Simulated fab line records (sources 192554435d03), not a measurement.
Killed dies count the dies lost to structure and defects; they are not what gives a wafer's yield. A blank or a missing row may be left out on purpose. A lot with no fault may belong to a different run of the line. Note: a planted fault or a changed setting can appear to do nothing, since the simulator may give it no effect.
Matching of chambers / flow n5 finfet / 4 sister chambers for N5_ILD0_ALD_15 on ald sin-02
The step deposits SiNx, target thk 24 nm, pulse time 1 s, ald cycles 480. 18 wafers are shown with their chamber, then 9 later ones without.

## WAFERS PAIRED WITH THEIR CHAMBERS
wafer=L074.1; chamber=2; heater power w (W)=738; precursor pulse height rel=0.991
wafer=L074.2; chamber=3; heater power w (W)=983; precursor pulse height rel=1.031
wafer=L074.3; chamber=0; heater power w (W)=839; precursor pulse height rel=1.017
wafer=L075.1; chamber=3; heater power w (W)=967; precursor pulse height rel=1.004
wafer=L075.5; chamber=3; heater power w (W)=946; precursor pulse height rel=0.975
wafer=L075.6; chamber=0; heater power w (W)=852; precursor pulse height rel=1.022
wafer=L077.1; chamber=0; heater power w (W)=843; precursor pulse height rel=0.984
wafer=L077.5; chamber=1; heater power w (W)=726; precursor pulse height rel=0.974
wafer=L077.6; chamber=2; heater power w (W)=739; precursor pulse height rel=0.976
wafer=L078.3; chamber=3; heater power w (W)=966; precursor pulse height rel=0.996
wafer=L078.4; chamber=1; heater power w (W)=726; precursor pulse height rel=1.009
wafer=L078.6; chamber=0; heater power w (W)=842; precursor pulse height rel=0.979
wafer=L079.2; chamber=1; heater power w (W)=715; precursor pulse height rel=1.031
wafer=L079.3; chamber=2; heater power w (W)=735; precursor pulse height rel=1.004
wafer=L079.4; chamber=0; heater power w (W)=847; precursor pulse height rel=0.978
wafer=L080.1; chamber=2; heater power w (W)=755; precursor pulse height rel=1.023
wafer=L080.3; chamber=3; heater power w (W)=959; precursor pulse height rel=0.987
wafer=L080.5; chamber=2; heater power w (W)=739; precursor pulse height rel=1.022

SIGNATURES, as means of the wafers listed above
reading=heater power w; chamber 0=844.60; chamber 1=722.33; chamber 2=741.20; chamber 3=964.20; scatter within a chamber=9.08
reading=precursor pulse height rel; chamber 0=0.99600; chamber 1=1.00467; chamber 2=1.00320; chamber 3=0.99860; scatter within a chamber=0.0223
Rule: for a wafer and a chamber, the distance is found by dividing, reading by reading, the gap between the wafer's reading and the chamber's mean by the reading's scatter, squaring, summing and taking the root. The wafer belongs to the nearest chamber; if the next one is less than 2 further off, it can't be placed. The scatter is the square root of a quotient: the sum, over the shown wafers, of each reading's squared deviation from its chamber's mean, divided by wafers minus chambers.

## WAFERS WITH NO CHAMBER GIVEN
wafer=L085.1; heater power w (W)=760; precursor pulse height rel=1.019
wafer=L085.4; heater power w (W)=826; precursor pulse height rel=1.006
wafer=L085.6; heater power w (W)=747; precursor pulse height rel=0.979
wafer=L086.1; heater power w (W)=857; precursor pulse height rel=1.014
wafer=L086.4; heater power w (W)=990; precursor pulse height rel=1.021
wafer=L086.5; heater power w (W)=722; precursor pulse height rel=1.030
wafer=L092.1; heater power w (W)=971; precursor pulse height rel=0.994
wafer=L092.2; heater power w (W)=727; precursor pulse height rel=1.013
wafer=L092.3; heater power w (W)=754; precursor pulse height rel=0.990

## THE CHAMBER EACH PASSED THROUGH
wafer=L085.1; from the rows above=2; in truth=2
wafer=L085.4; from the rows above=0; in truth=0
wafer=L085.6; from the rows above=can't be placed: 2 or 1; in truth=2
wafer=L086.1; from the rows above=0; in truth=0
wafer=L086.4; from the rows above=3; in truth=3
wafer=L086.5; from the rows above=can't be placed: 1 or 2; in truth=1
wafer=L092.1; from the rows above=3; in truth=3
wafer=L092.2; from the rows above=can't be placed: 1 or 2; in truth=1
wafer=L092.3; from the rows above=2; in truth=2
Correctly placed: 6 of 9. Can't be placed from these rows: 3 (the true chamber is among the candidates in 3). Number placed wrongly: 0.
